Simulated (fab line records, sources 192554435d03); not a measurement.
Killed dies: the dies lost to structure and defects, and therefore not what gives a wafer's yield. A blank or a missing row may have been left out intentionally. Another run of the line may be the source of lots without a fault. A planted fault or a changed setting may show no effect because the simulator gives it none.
A single fault, viewed from 2 desks | flow n5-finfet | each desk has only its own numbers; what lay behind them comes last

THE TOOL OWNER'S DESK: cvd-co-01
The tool's own readings at N5_BEOL_M4_CO_CAP_55 (material Co, precursor CCTBA/H2, target thk 2 nm, time 102.1 s): means of the sampled wafers that have a number, for each lot that ran on this tool. Marked OUT: a lot whose mean sits more than 4 standard deviations from the usual mean, which makes it out of limits; the brackets give that distance.
Columns: A = chamber-pressure-Torr at N5_BEOL_M4_CO_CAP_55, usual 30.00 Torr; B = heater-power-w at N5_BEOL_M4_CO_CAP_55, usual 251 W; C = run-length-s at N5_BEOL_M4_CO_CAP_55, usual 124.7 s
lot  | first seen here | A     | B   | C
L706 | day 9 07:38     | 30.01 | 233 | 124.8
L716 | day 12 05:39    | 30.00 | 223 | 152.2 (+67) OUT
L720 | day 13 07:45    | 29.95 | 237 | 138.3 (+33) OUT
Finding of this desk: L716, L720 out of limits; the first was L716 at day 12 05:39, on run-length-s at N5_BEOL_M4_CO_CAP_55. In limits: L706.

FROM THE METROLOGY DESK
Lot by lot, what the gauges showed, no matter which tool ran the lot: averages of those sampled wafers that carry a number. Marked OUT: a lot whose mean sits more than 4 standard deviations from the usual mean, which makes it out of limits; the brackets give that distance. 7 of its 11 readings are shown, namely those furthest out on some lot.
Columns: A = DIBL_N at N5_BEOL_M4_RC_MEAS_101, usual 36.0 mV/V; B = DIBL_P at N5_BEOL_M4_RC_MEAS_101, usual 36.7 mV/V; C = IOFF_N at N5_BEOL_M4_RC_MEAS_101, usual 0.16 nA/um; D = IOFF_P at N5_BEOL_M4_RC_MEAS_101, usual 0.21 nA/um; E = ION_P at N5_BEOL_M4_RC_MEAS_101, usual 461 uA/um; F = VT_N at N5_BEOL_M4_RC_MEAS_101, usual 250 mV; G = VT_P at N5_BEOL_M4_RC_MEAS_101, usual -251 mV
lot  | first seen here | A    | B    | C    | D    | E   | F   | G
L703 | day 8 17:26     | 39.3 | 40.6 | 0.22 | 0.29 | 474 | 244 | -244
L706 | day 9 07:34     | 35.1 | 36.8 | 0.15 | 0.22 | 460 | 250 | -249
L716 | day 12 05:34    | 35.7 | 36.6 | 0.15 | 0.19 | 457 | 251 | -252
L720 | day 13 07:40    | 36.7 | 37.8 | 0.19 | 0.25 | 462 | 246 | -247
L718 | day 13 07:49    | 33.0 | 34.3 | 0.12 | 0.15 | 449 | 255 | -255
L722 | day 14 07:34    | 37.1 | 38.6 | 0.18 | 0.22 | 459 | 248 | -250
This desk's verdict: no lot among the 6 shows anything out of limits.

TAKEN TOGETHER
On L716, L720, at day 12 05:39, an alarm was possible from the tool owner's desk.
Metrology desk: nothing out of limits seen.
The metrology desk has L716, L720 on record, within its limits.
Every lot named ran N5_BEOL_M4_CO_CAP_55 on cvd-co-01.

WHAT THE SIMULATOR HAD PUT IN
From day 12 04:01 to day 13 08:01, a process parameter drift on cvd-co-01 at N5_BEOL_M4_CO_CAP_55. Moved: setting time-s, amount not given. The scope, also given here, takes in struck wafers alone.
Struck lots among those shown: L716, L720.
Time in hours from fault onset to the first out-of-limits reading at each desk: the tool owner's desk, 2.
